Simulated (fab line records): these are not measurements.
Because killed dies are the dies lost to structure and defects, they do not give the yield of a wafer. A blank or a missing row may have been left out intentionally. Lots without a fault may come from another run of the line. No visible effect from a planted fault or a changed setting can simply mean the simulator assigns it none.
Chamber matching | flow n5 finfet | N5_MOL_CONTACT_COAG_ETCH_105 on rie diel-01: 4 sister chambers
The step etches SiARC in CF4, target depth 15.6 nm, time 26 s. 4 wafers are shown with their chamber, then 10 later ones without.

## WAFERS WITH THEIR CHAMBER
wafer  | chamber | throttle valve pct (%)
L090.2 | 3       | 15.38
L090.5 | 2       | 15.43
L092.1 | 0       | 15.57
L092.2 | 1       | 15.99

## WAFERS WHOSE CHAMBER IS MISSING
wafer  | throttle valve pct (%)
L092.5 | 15.55
L094.2 | 15.58
L094.3 | 15.39
L094.6 | 15.57
L095.1 | 15.45
L095.2 | 15.40
L095.3 | 16.02
L096.1 | 15.40
L096.4 | 15.60
L096.5 | 15.41

## THE CHAMBER EACH PASSED THROUGH
wafer  | from the rows above     | in truth
L092.5 | 0                       | 0
L094.2 | 0                       | 0
L094.3 | can't be placed: 3 or 2 | 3
L094.6 | 0                       | 0
L095.1 | 2                       | 2
L095.2 | can't be placed: 3 or 2 | 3
L095.3 | 1                       | 1
L096.1 | can't be placed: 3 or 2 | 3
L096.4 | 0                       | 0
L096.5 | can't be placed: 2 or 3 | 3
Correctly placed: 6 of 10. Unplaceable from these rows: 4, with the true chamber sitting among the candidates in 4. Wrongly placed: 0.
How it was worked out, from the rows above alone: a wafer's distance from a chamber is the root of the sum, over the readings, of the square of ((its reading less the chamber's mean) divided by the reading's scatter). The wafer belongs to the nearest chamber; if the next one is less than 2 further off, it can't be placed. Each chamber's mean is taken over the wafers shown for it. The scatter: root of mean squared gap, hidden wafer to nearest shown wafer, with one shown wafer a chamber.
